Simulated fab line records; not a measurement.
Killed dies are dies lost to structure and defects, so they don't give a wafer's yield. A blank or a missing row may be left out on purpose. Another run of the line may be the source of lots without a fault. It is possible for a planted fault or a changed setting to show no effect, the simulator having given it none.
Code-filled problem report in 8D (eight disciplines) form | flow nandHarc | the parts of the form that need people (team, actions taken, sign-off) are left out

1. THE ISSUE
At NHARC_END_SORT_01, killedAtPeriphery averages 483.7 over 3 wafers from 2 lots, while fault-free wafers read 3.7, standard deviation 2.5. So: +99 or more standard deviations from the usual mean.
First observed at day 27 10:38: wafer L604.6, on prober-02. Wafers with a number at this step in the record: 9, from 3 lots. By rule, "out" or "out of limits" means more than 4 standard deviations away from the usual mean. All remaining wafers that have a number are taken as sound.

2. WHAT IT IS AND WHAT IT IS NOT
question                    | is                                                                                                                                          | is not
which readings at this step | killedAtPeriphery, defectLimitedYield, killedDies, sort_bin_2_pct, sort_bin_3_pct, sort_bin_4_pct, sortNPass, sortRimYieldPct, sortYieldPct | killedAtArray, killedAtOther, killedOpen, killedShort
which lots                  | L604, L605                                                                                                                                  | L610
which wafers of those lots  | L604.6, L605.4, L605.6                                                                                                                      | L604.1, L604.3, L605.1
read on which gauges        | prober-02                                                                                                                                   | prober-01
when                        | from day 27 10:38                                                                                                                           | up to then (2 sound wafers); but 4 sound wafers of L605, L610 came after

3. SUSPECTS, AND WHAT RULES EACH OUT
Counting: a tool at a process step up to the reading stays a suspect if it ran every lot that is out. Sound lots after the first of them don't rule it out here, since some wafers of a struck lot are sound.
- the gauge at NHARC_END_SORT_01: kept. All the wafers that are out were read on prober-02, and no step on other tools shows them out.
- ecdCu-01 at NHARC_P_M0_ECD_22 (material Cu, target thk 400 nm): kept. It ran every lot that is out, first L604 (day 9 06:54).
The count leaves prober-02 at NHARC_END_SORT_01 and ecdCu-01 at NHARC_P_M0_ECD_22.

4. THE CAUSE (what the simulator had put in)
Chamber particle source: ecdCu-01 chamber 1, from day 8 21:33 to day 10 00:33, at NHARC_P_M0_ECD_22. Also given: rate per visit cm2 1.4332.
After counting, 2 suspects remain, this tool included.

5. THE CHAIN OF EFFECTS, in route order
One row per reading whose mean, taken over the struck wafers that have a number, lies over 3 standard deviations from the usual. Only readings for which the record gives a usual standard deviation are gone through. hours: the time from each lot's start at the first step in this table that gives one to its start at this step, as a median over the lots. sigmas: the change in usual standard deviations.
hours | step              | reading            | usual  | on struck wafers | change | sigmas
0     | NHARC_END_SORT_01 | defectLimitedYield | 91.7 % | 25.1             | -66.6  | -24
0     | NHARC_END_SORT_01 | killedAtPeriphery  | 3.7    | 483.7            | +480.0 | +99 or more
0     | NHARC_END_SORT_01 | killedDies         | 56     | 507              | +451   | +24
0     | NHARC_END_SORT_01 | sort_bin_2_pct     | 2.9 %  | 29.2             | +26.3  | +22
0     | NHARC_END_SORT_01 | sort_bin_3_pct     | 0.6 %  | 6.9              | +6.3   | +18
0     | NHARC_END_SORT_01 | sort_bin_4_pct     | 4.8 %  | 38.7             | +33.9  | +21
0     | NHARC_END_SORT_01 | sortNPass          | 621    | 170              | -451   | -24
0     | NHARC_END_SORT_01 | sortRimYieldPct    | 92 %   | 29               | -63    | -16
0     | NHARC_END_SORT_01 | sortYieldPct       | 91.7 % | 25.1             | -66.6  | -24

6. HOW IT WOULD HAVE BEEN CAUGHT EARLIER
Counted from the fault's start at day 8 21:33, it took 445 hours until the first out-of-limits reading at a measuring or inspecting step in this record, taken at day 27 10:38.
All the lots that are out (2) had begun NHARC_P_M0_ECD_22 on ecdCu-01 by day 27 10:38. Holding the tool at that point would not have protected any of them.
